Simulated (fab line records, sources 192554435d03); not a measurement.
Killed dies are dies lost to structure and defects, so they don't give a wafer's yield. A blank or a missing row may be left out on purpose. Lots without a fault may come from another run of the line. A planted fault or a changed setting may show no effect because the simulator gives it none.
Split-lot experiment | flow n5_finfet | 7 lots, 39 wafers read, on a route of 1938 steps

THE SPLIT
At N5_BEOL_M1_HM_DEP_02 (deposits TiN, target thk 20 nm), the setting target_thk_a was moved away from the recipe's 200 angstrom on 18 of the 39 wafers read, by -59.8% to +44.9%. The other wafers ran this setting at the recipe's value.

FROM THE SPLIT TO THE READING: what the file shows between them, 4 steps
- N5_BEOL_M1_COAT_61: time 60 s, resist thk 60 nm
- N5_BEOL_M1_COAT_62: time 60 s, resist thk 12 nm
- N5_BEOL_M1_STRIP_75: strips in N2/H2
- N5_BEOL_M1_STRIP_66: strips in CF4

THE READING
etch.depth_nm (the simulator's own value, which no gauge read), in nm, at N5_BEOL_M1_HM_OPEN_17 (chemistry Cl2/BCl3, target TiN, target depth 20 nm, overetch 6 nm). The file gives no usual value for it. The 21 wafers here that ran the recipe average 20.112 nm, standard deviation 0.32 nm.

wafer  | tool, chamber at the split | target_thk_a as run, angstrom | against the recipe | etch.depth_nm, nm | against lot-mates on the recipe
L074.1 | pvd_sputter-03, -          | 200                           | recipe             | 19.59             | -
L074.2 | pvd_sputter-03, -          | 165.1                         | -17.4%             | 16.46             | -3.290
L074.3 | pvd_sputter-03, -          | 200                           | recipe             | 20.03             | -
L074.4 | pvd_sputter-03, -          | 165.1                         | -17.4%             | 16.09             | -3.660
L074.5 | pvd_sputter-03, -          | 200                           | recipe             | 19.63             | -
L074.6 | pvd_sputter-03, -          | 165.1                         | -17.4%             | 16.35             | -3.400
L076.1 | pvd_sputter-03, -          | 123.8                         | -38.1%             | 12.35             | -7.887
L076.2 | pvd_sputter-03, -          | 123.8                         | -38.1%             | 12.73             | -7.507
L076.3 | pvd_sputter-03, -          | 123.8                         | -38.1%             | 12.64             | -7.597
L076.4 | pvd_sputter-03, -          | 200                           | recipe             | 20.22             | -
L076.5 | pvd_sputter-03, -          | 200                           | recipe             | 20.16             | -
L076.6 | pvd_sputter-03, -          | 200                           | recipe             | 20.33             | -
L077.1 | pvd_sputter-02, -          | 285.1                         | +42.6%             | 25.87             | +5.820
L077.2 | pvd_sputter-02, -          | 285.1                         | +42.6%             | 25.32             | +5.270
L077.3 | pvd_sputter-02, -          | 200                           | recipe             | 19.88             | -
L077.4 | pvd_sputter-02, -          | 200                           | recipe             | 20.04             | -
L077.5 | pvd_sputter-02, -          | 285.1                         | +42.6%             | 25.54             | +5.490
L077.6 | pvd_sputter-02, -          | 200                           | recipe             | 20.23             | -
L090.1 | pvd_sputter-01, -          | 289.9                         | +44.9%             | 25.61             | +5.747
L090.2 | pvd_sputter-01, -          | 200                           | recipe             | 19.5              | -
L090.3 | pvd_sputter-01, -          | 289.9                         | +44.9%             | 25.91             | +6.047
L090.4 | pvd_sputter-01, -          | 289.9                         | +44.9%             | 25.49             | +5.627
L090.5 | pvd_sputter-01, -          | 200                           | recipe             | 19.95             | -
L090.6 | pvd_sputter-01, -          | 200                           | recipe             | 20.14             | -
L091.1 | pvd_sputter-02, -          | 200                           | recipe             | 20.22             | -
L091.2 | pvd_sputter-02, -          | 200                           | recipe             | 20.09             | -
L091.4 | pvd_sputter-02, -          | 200                           | recipe             | 20.09             | -
L092.1 | pvd_sputter-02, -          | 200                           | recipe             | 20.93             | -
L092.2 | pvd_sputter-02, -          | 250.5                         | +25.2%             | 25.67             | +5.057
L092.3 | pvd_sputter-02, -          | 200                           | recipe             | 20.27             | -
L092.4 | pvd_sputter-02, -          | 250.5                         | +25.2%             | 25.56             | +4.947
L092.5 | pvd_sputter-02, -          | 200                           | recipe             | 20.64             | -
L092.6 | pvd_sputter-02, -          | 250.5                         | +25.2%             | 25.45             | +4.837
L096.1 | pvd_sputter-03, -          | 200                           | recipe             | 20.33             | -
L096.2 | pvd_sputter-03, -          | 200                           | recipe             | 20.08             | -
L096.3 | pvd_sputter-03, -          | 80.38                         | -59.8%             | 8.517             | -11.620
L096.4 | pvd_sputter-03, -          | 80.38                         | -59.8%             | 8.323             | -11.814
L096.5 | pvd_sputter-03, -          | 80.38                         | -59.8%             | 8.629             | -11.508
L096.6 | pvd_sputter-03, -          | 200                           | recipe             | 20                | -

THE FIT
A straight line over all 39 wafers: etch.depth_nm changes by +0.17 nm for each +1% of target_thk_a; r = +0.98; the points scatter about the line by 0.94 nm.
The same after taking each lot's own level away (the mean of its wafers on the recipe; 39 wafers): +0.17 nm for each +1%; r = +0.99; scatter 0.81 nm.
On that fit, the largest move of target_thk_a shifts the reading by 10 nm.
The lots' own levels span 19.7500 to 20.6133 nm, that is 2.7 times the standard deviation above.
So the lot-to-lot level changes the slope little: the two slopes agree.
Check: with one of the wafers moved furthest among these (-59.8%) left out of the fit, the line predicts -10.5 nm for it against its lot-mates. It came out at -11.6 nm against them.

OTHER SPLITS ON THESE WAFERS
These wafers also went through other splits before the reading. Each is held against what the fit with the lots' levels taken away leaves over:
other split on the same wafers  | wafers away from the commonest value | r with etch.depth_nm (lot level and that fit taken away)
N5_BEOL_M0_SAQP_PECVD_04 time_s | 15                                   | +0.35

THE WHOLE CHAIN: every reading that the file lists as answering this split, in the file's order
step                  | what it does                                                      | reading                                                                          | change (the file's fit)               | r (the file's)
N5_BEOL_M1_HM_DEP_02  | deposits TiN, target thk 20 nm                                    | TiN_of_BEOL_M1_HM_DEP_02.thk_nm (the simulator's own value, which no gauge read) | +0.198 nm for each +1% of the setting | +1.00
N5_BEOL_M1_HM_OPEN_17 | chemistry Cl2/BCl3, target TiN, target depth 20 nm, overetch 6 nm | etch.depth_nm (the simulator's own value, which no gauge read)                   | +0.17 nm for each +1% of the setting  | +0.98

THE FILE'S OWN FIT
etch.depth_nm changes by +0.17 nm for each +1% of target_thk_a, r = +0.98.
